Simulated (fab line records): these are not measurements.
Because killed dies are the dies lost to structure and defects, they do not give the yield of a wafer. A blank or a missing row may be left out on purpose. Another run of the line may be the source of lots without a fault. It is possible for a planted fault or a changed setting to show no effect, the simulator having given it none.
Split-lot trial || flow n5 finfet || route with 1938 steps; 7 lots, 39 wafers read

## ABOUT THE SPLIT
At N5_SD_EPI_N_EPI_21 (deposits Si:P, time 690 s), the setting time s was moved away from the recipe's 690 s on 15 of the 39 wafers read, by -52.7% to +54.3%. All remaining wafers had this setting at the recipe value.

The reading is taken at the split's own step.

## THE READING
Si-P_of_SD_EPI_N_EPI_21.thk nm (the simulator's own value, which no gauge read), in nm, at N5_SD_EPI_N_EPI_21 (deposits Si:P, time 690 s). The file gives no usual value for it. Across the 24 wafers here that went through the recipe, the average is 58.9 nm and the standard deviation 0.62 nm.

{"wafer": "L074.1", "tool, chamber at the split": "epi rpcvd-04, 0", "time s as run, s": 426, "against the recipe": "-38.3%", "Si-P_of_SD_EPI_N_EPI_21.thk nm, nm": 39.8, "against lot-mates on the recipe": -19.4}
{"wafer": "L074.2", "tool, chamber at the split": "epi rpcvd-04, 0", "time s as run, s": 690, "against the recipe": "recipe", "Si-P_of_SD_EPI_N_EPI_21.thk nm, nm": 58.8, "against lot-mates on the recipe": "-"}
{"wafer": "L074.3", "tool, chamber at the split": "epi rpcvd-04, 0", "time s as run, s": 426, "against the recipe": "-38.3%", "Si-P_of_SD_EPI_N_EPI_21.thk nm, nm": 39.4, "against lot-mates on the recipe": -19.8}
{"wafer": "L074.4", "tool, chamber at the split": "epi rpcvd-04, 0", "time s as run, s": 690, "against the recipe": "recipe", "Si-P_of_SD_EPI_N_EPI_21.thk nm, nm": 59.8, "against lot-mates on the recipe": "-"}
{"wafer": "L074.5", "tool, chamber at the split": "epi rpcvd-04, 0", "time s as run, s": 426, "against the recipe": "-38.3%", "Si-P_of_SD_EPI_N_EPI_21.thk nm, nm": 39.6, "against lot-mates on the recipe": -19.6}
{"wafer": "L074.6", "tool, chamber at the split": "epi rpcvd-04, 0", "time s as run, s": 690, "against the recipe": "recipe", "Si-P_of_SD_EPI_N_EPI_21.thk nm, nm": 59, "against lot-mates on the recipe": "-"}
{"wafer": "L076.1", "tool, chamber at the split": "epi rpcvd-03, 0", "time s as run, s": 690, "against the recipe": "recipe", "Si-P_of_SD_EPI_N_EPI_21.thk nm, nm": 59.4, "against lot-mates on the recipe": "-"}
{"wafer": "L076.2", "tool, chamber at the split": "epi rpcvd-03, 0", "time s as run, s": 690, "against the recipe": "recipe", "Si-P_of_SD_EPI_N_EPI_21.thk nm, nm": 59.4, "against lot-mates on the recipe": "-"}
{"wafer": "L076.3", "tool, chamber at the split": "epi rpcvd-03, 0", "time s as run, s": 690, "against the recipe": "recipe", "Si-P_of_SD_EPI_N_EPI_21.thk nm, nm": 59, "against lot-mates on the recipe": "-"}
{"wafer": "L076.4", "tool, chamber at the split": "epi rpcvd-03, 0", "time s as run, s": 690, "against the recipe": "recipe", "Si-P_of_SD_EPI_N_EPI_21.thk nm, nm": 58.4, "against lot-mates on the recipe": "-"}
{"wafer": "L076.5", "tool, chamber at the split": "epi rpcvd-03, 0", "time s as run, s": 690, "against the recipe": "recipe", "Si-P_of_SD_EPI_N_EPI_21.thk nm, nm": 58.8, "against lot-mates on the recipe": "-"}
{"wafer": "L076.6", "tool, chamber at the split": "epi rpcvd-03, 0", "time s as run, s": 690, "against the recipe": "recipe", "Si-P_of_SD_EPI_N_EPI_21.thk nm, nm": 58.8, "against lot-mates on the recipe": "-"}
{"wafer": "L078.1", "tool, chamber at the split": "epi rpcvd-03, 0", "time s as run, s": 690, "against the recipe": "recipe", "Si-P_of_SD_EPI_N_EPI_21.thk nm, nm": 58.4, "against lot-mates on the recipe": "-"}
{"wafer": "L078.4", "tool, chamber at the split": "epi rpcvd-03, 0", "time s as run, s": 690, "against the recipe": "recipe", "Si-P_of_SD_EPI_N_EPI_21.thk nm, nm": 58.4, "against lot-mates on the recipe": "-"}
{"wafer": "L078.2", "tool, chamber at the split": "epi rpcvd-03, 0", "time s as run, s": 1065, "against the recipe": "+54.3%", "Si-P_of_SD_EPI_N_EPI_21.thk nm, nm": 80.2, "against lot-mates on the recipe": "+22.1"}
{"wafer": "L078.3", "tool, chamber at the split": "epi rpcvd-03, 0", "time s as run, s": 690, "against the recipe": "recipe", "Si-P_of_SD_EPI_N_EPI_21.thk nm, nm": 57.6, "against lot-mates on the recipe": "-"}
{"wafer": "L078.5", "tool, chamber at the split": "epi rpcvd-03, 0", "time s as run, s": 1065, "against the recipe": "+54.3%", "Si-P_of_SD_EPI_N_EPI_21.thk nm, nm": 81, "against lot-mates on the recipe": "+22.9"}
{"wafer": "L078.6", "tool, chamber at the split": "epi rpcvd-03, 0", "time s as run, s": 1065, "against the recipe": "+54.3%", "Si-P_of_SD_EPI_N_EPI_21.thk nm, nm": 80.6, "against lot-mates on the recipe": "+22.5"}
{"wafer": "L081.1", "tool, chamber at the split": "epi rpcvd-04, 0", "time s as run, s": 326.1, "against the recipe": "-52.7%", "Si-P_of_SD_EPI_N_EPI_21.thk nm, nm": 29.8, "against lot-mates on the recipe": -28.3}
{"wafer": "L081.2", "tool, chamber at the split": "epi rpcvd-04, 0", "time s as run, s": 690, "against the recipe": "recipe", "Si-P_of_SD_EPI_N_EPI_21.thk nm, nm": 58.8, "against lot-mates on the recipe": "-"}
{"wafer": "L081.3", "tool, chamber at the split": "epi rpcvd-04, 0", "time s as run, s": 326.1, "against the recipe": "-52.7%", "Si-P_of_SD_EPI_N_EPI_21.thk nm, nm": 29.6, "against lot-mates on the recipe": -28.5}
{"wafer": "L081.4", "tool, chamber at the split": "epi rpcvd-04, 0", "time s as run, s": 690, "against the recipe": "recipe", "Si-P_of_SD_EPI_N_EPI_21.thk nm, nm": 58, "against lot-mates on the recipe": "-"}
{"wafer": "L081.5", "tool, chamber at the split": "epi rpcvd-04, 0", "time s as run, s": 326.1, "against the recipe": "-52.7%", "Si-P_of_SD_EPI_N_EPI_21.thk nm, nm": 29.4, "against lot-mates on the recipe": -28.7}
{"wafer": "L081.6", "tool, chamber at the split": "epi rpcvd-04, 0", "time s as run, s": 690, "against the recipe": "recipe", "Si-P_of_SD_EPI_N_EPI_21.thk nm, nm": 57.4, "against lot-mates on the recipe": "-"}
{"wafer": "L083.1", "tool, chamber at the split": "epi rpcvd-03, 0", "time s as run, s": 364.1, "against the recipe": "-47.2%", "Si-P_of_SD_EPI_N_EPI_21.thk nm, nm": 33.8, "against lot-mates on the recipe": -25.8}
{"wafer": "L083.3", "tool, chamber at the split": "epi rpcvd-03, 0", "time s as run, s": 364.1, "against the recipe": "-47.2%", "Si-P_of_SD_EPI_N_EPI_21.thk nm, nm": 33.8, "against lot-mates on the recipe": -25.8}
{"wafer": "L083.2", "tool, chamber at the split": "epi rpcvd-03, 0", "time s as run, s": 690, "against the recipe": "recipe", "Si-P_of_SD_EPI_N_EPI_21.thk nm, nm": 59.2, "against lot-mates on the recipe": "-"}
{"wafer": "L083.4", "tool, chamber at the split": "epi rpcvd-03, 0", "time s as run, s": 690, "against the recipe": "recipe", "Si-P_of_SD_EPI_N_EPI_21.thk nm, nm": 59.6, "against lot-mates on the recipe": "-"}
{"wafer": "L083.5", "tool, chamber at the split": "epi rpcvd-03, 0", "time s as run, s": 690, "against the recipe": "recipe", "Si-P_of_SD_EPI_N_EPI_21.thk nm, nm": 60, "against lot-mates on the recipe": "-"}
{"wafer": "L083.6", "tool, chamber at the split": "epi rpcvd-03, 0", "time s as run, s": 364.1, "against the recipe": "-47.2%", "Si-P_of_SD_EPI_N_EPI_21.thk nm, nm": 34, "against lot-mates on the recipe": -25.6}
{"wafer": "L084.1", "tool, chamber at the split": "epi rpcvd-04, 0", "time s as run, s": 690, "against the recipe": "recipe", "Si-P_of_SD_EPI_N_EPI_21.thk nm, nm": 59.2, "against lot-mates on the recipe": "-"}
{"wafer": "L084.4", "tool, chamber at the split": "epi rpcvd-04, 0", "time s as run, s": 690, "against the recipe": "recipe", "Si-P_of_SD_EPI_N_EPI_21.thk nm, nm": 59.2, "against lot-mates on the recipe": "-"}
{"wafer": "L084.2", "tool, chamber at the split": "epi rpcvd-04, 0", "time s as run, s": 550.3, "against the recipe": "-20.2%", "Si-P_of_SD_EPI_N_EPI_21.thk nm, nm": 50.4, "against lot-mates on the recipe": -8.9}
{"wafer": "L084.3", "tool, chamber at the split": "epi rpcvd-04, 0", "time s as run, s": 550.3, "against the recipe": "-20.2%", "Si-P_of_SD_EPI_N_EPI_21.thk nm, nm": 51.2, "against lot-mates on the recipe": -8.1}
{"wafer": "L084.5", "tool, chamber at the split": "epi rpcvd-04, 0", "time s as run, s": 690, "against the recipe": "recipe", "Si-P_of_SD_EPI_N_EPI_21.thk nm, nm": 59.4, "against lot-mates on the recipe": "-"}
{"wafer": "L084.6", "tool, chamber at the split": "epi rpcvd-04, 0", "time s as run, s": 550.3, "against the recipe": "-20.2%", "Si-P_of_SD_EPI_N_EPI_21.thk nm, nm": 50.8, "against lot-mates on the recipe": -8.5}
{"wafer": "L092.1", "tool, chamber at the split": "epi rpcvd-04, 0", "time s as run, s": 690, "against the recipe": "recipe", "Si-P_of_SD_EPI_N_EPI_21.thk nm, nm": 59.4, "against lot-mates on the recipe": "-"}
{"wafer": "L092.4", "tool, chamber at the split": "epi rpcvd-04, 0", "time s as run, s": 690, "against the recipe": "recipe", "Si-P_of_SD_EPI_N_EPI_21.thk nm, nm": 59, "against lot-mates on the recipe": "-"}
{"wafer": "L092.5", "tool, chamber at the split": "epi rpcvd-04, 0", "time s as run, s": 690, "against the recipe": "recipe", "Si-P_of_SD_EPI_N_EPI_21.thk nm, nm": 58.8, "against lot-mates on the recipe": "-"}

THE FIT
A straight line over all 39 wafers: Si-P_of_SD_EPI_N_EPI_21.thk nm changes by +0.481 nm for each +1% of time s; r = +0.99; the points scatter about the line by 1.8 nm.
The same after taking each lot's own level away (the mean of its wafers on the recipe; 39 wafers): +0.486 nm for each +1%; r = +0.99; scatter 1.5 nm.
Per that fit: largest time s move, reading shift of 26 nm.
Measured against the standard deviation above, the lots' own levels, which go from 58.07 to 59.60 nm, span 2.5 times it.
So the lot-to-lot level changes the slope little: the two slopes agree.
Check: +26.5 nm against its lot-mates is what the line predicts for one of the wafers moved furthest among these (+54.3%) when that wafer is left out of the fit. Against them it came out at +22.1 nm.

## THESE WAFERS: OTHER SPLITS
Before the reading, these wafers also passed through other splits. Each is held against what the fit with the lots' levels taken away leaves over:
{"other split on the same wafers": "N5_ZERO_LAYER_DEVELOP_10 develop time s", "wafers away from the commonest value": 12, "r with Si-P_of_SD_EPI_N_EPI_21.thk nm (lot level and that fit taken away)": "+0.01"}

## THE WHOLE CHAIN: every reading that the file lists as answering this split, in the file's order
{"step": "N5_SD_EPI_N_EPI_21", "what it does": "deposits Si:P, time 690 s", "reading": "Si-P_of_SD_EPI_N_EPI_21.thk nm (the simulator's own value, which no gauge read)", "change (the file's fit)": "+0.494 nm for each +1% of the setting", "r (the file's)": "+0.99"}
{"step": "N5_SD_EPI_N_EPI_MEAS_23", "what it does": "", "reading": "thk nm", "change (the file's fit)": "withheld for each +1% of the setting", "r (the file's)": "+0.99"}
{"step": "N5_SD_ACTIVATION_RS_MEAS_03", "what it does": "measures by four-point-probe", "reading": "RS_SD_N", "change (the file's fit)": "not straight: 43.80 at the lowest setting, 21.97 at the recipe, 15.95 at the highest", "r (the file's)": "not given"}

## THE FILE'S OWN FIT
Si-P_of_SD_EPI_N_EPI_21.thk nm changes by +0.494 nm for each +1% of time s, r = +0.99.
